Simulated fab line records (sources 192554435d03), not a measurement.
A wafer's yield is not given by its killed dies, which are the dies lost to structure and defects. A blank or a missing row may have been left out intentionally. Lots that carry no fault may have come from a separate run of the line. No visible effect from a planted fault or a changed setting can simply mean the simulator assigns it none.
Chamber matching ; flow n5_finfet ; 4 sister chambers for N5_BEOL_M1_ETCH_63 on rie_diel-01
The step etches SiARC in CF4, target depth 15.6 nm, time 26 s. 8 wafers are shown with their chamber, then 7 later ones without.

== EACH WAFER AND ITS CHAMBER ==
wafer;chamber;showerhead_plenum_p_Torr (Torr);etch_rf_on_time_s (s)
L076.4;1;2.20;25.6
L081.2;0;2.14;26.4
L081.4;3;2.17;25.4
L081.6;3;2.17;25.6
L084.2;0;2.13;26.5
L084.5;2;2.21;26.6
L090.2;1;2.19;25.3
L090.3;2;2.20;26.9

== WAFERS WITH NO CHAMBER GIVEN ==
wafer;showerhead_plenum_p_Torr (Torr);etch_rf_on_time_s (s)
L090.5;2.19;25.4
L091.3;2.20;26.9
L091.4;2.19;25.7
L091.6;2.13;26.7
L092.2;2.19;25.8
L092.4;2.16;26.0
L092.6;2.19;26.0

== CHAMBER TAKEN BY EACH ==
wafer;from the rows above;in truth
L090.5;1;1
L091.3;2;2
L091.4;can't be placed: 1 or 3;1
L091.6;0;0
L092.2;can't be placed: 1 or 3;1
L092.4;can't be placed: 3 or 0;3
L092.6;can't be placed: 1 or 3 or 2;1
3 of 7 placed correctly. Cannot be placed on the basis of these rows: 4; the candidates contain the true chamber in 4. Placed wrongly: 0.
How it was worked out, from the rows above alone: a wafer's distance from a chamber is the root of the sum, over the readings, of the square of ((its reading less the chamber's mean) divided by the reading's scatter). The wafer belongs to the nearest chamber; if the next one is less than 2 further off, it can't be placed. Each chamber's mean is taken over the wafers shown for it. The scatter: take each reading less its chamber's mean, square it, sum over the shown wafers, divide by the number of wafers less the number of chambers, and take the root.
